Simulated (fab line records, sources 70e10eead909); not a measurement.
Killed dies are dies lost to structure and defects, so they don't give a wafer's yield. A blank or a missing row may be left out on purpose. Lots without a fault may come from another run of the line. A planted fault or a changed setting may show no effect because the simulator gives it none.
A struck lot beside a sound one | flow nand_harc | 12 steps out of a route of 1159
Sound: wafers L871.2, L871.3, L871.6. Struck: wafers L877.1, L877.3. (L877.4 of the same lot was not struck and is left out.) The cause comes at the end.
At each step with rows: each side's tool, then ch and its chambers, then its first start. Under that, the readings that differ: sound wafers | struck wafers | difference of the means | sigmas: that difference in standard deviations of wafers without a fault.
alike: readings whose means differ by less than 2 such deviations, and words and numbers that are the same on both sides. not compared: withheld readings, readings that some wafer has no value for, bounds like >300 that may hide the same value, and numbers for which the record gives no deviation and whose values overlap.
The two part at a step that has a row with sigmas, a row that says differs or no value, or rows on one side only. Numbers that don't overlap but have no deviation are shown without sigmas and don't part them. A reading that every wafer of one side lacks parts them only if that side has two wafers or more.

NHARC_A_WL_FILL_INSPECT_15:
  sound on defect_inspect-01, day 16 01:20; struck on defect_inspect-01, day 17 12:38
  alike: raw_defect_count
NHARC_A_CONTACT_DEP_24: deposits SiO2, target thk 500 nm.
  sound on pecvd-02 ch 0,1,2, day 16 01:25; struck on pecvd-04 ch 0,2, day 17 12:43
  alike: chamber_pressure_Torr, heater_power_w, throttle_valve_pct
NHARC_A_CONTACT_DEP_28: deposits aC, target thk 3600 nm.
  sound on acl_dep-01 ch 0, day 16 02:44; struck on acl_dep-01 ch 0, day 17 13:19
  alike: throttle_valve_pct
NHARC_A_CONTACT_DEP_29: deposits SiON, target thk 70 nm.
  sound on pecvd-01 ch 1,2, day 16 04:39; struck on pecvd-04 ch 0,2, day 17 15:32
  alike: chamber_pressure_Torr, heater_power_w
then, 5 steps without rows for these wafers: NHARC_A_CONTACT_DEHYDRATE_32 (time 120 s); NHARC_A_CONTACT_HMDS_33 (time 30 s); NHARC_A_CONTACT_COAT_34 (time 75 s); NHARC_A_CONTACT_COAT_35 (time 65 s); NHARC_A_CONTACT_COAT_36 (resist thk 90 nm).
NHARC_A_CONTACT_SOFTBAKE_37: time 55 s.
  sound on litho_track-04 ch 0, day 16 04:00; struck on litho_track-04 ch 0, day 17 15:00
  reading                  | sound                | struck        | difference | sigmas
  heater_power_total_W (W) | 188.43 188.33 188.34 | 222.48 222.80 | +34.27     | +99 or more
then, 2 steps without rows for these wafers: NHARC_A_CONTACT_EBR_38; NHARC_END_SORT_01.

WHERE THEY PART
Only at NHARC_A_CONTACT_SOFTBAKE_37, within this record.

WHY: what the simulator had put in
Process parameter drift: litho_track-04, from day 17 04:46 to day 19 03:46, at NHARC_A_CONTACT_SOFTBAKE_37. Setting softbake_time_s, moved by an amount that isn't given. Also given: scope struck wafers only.
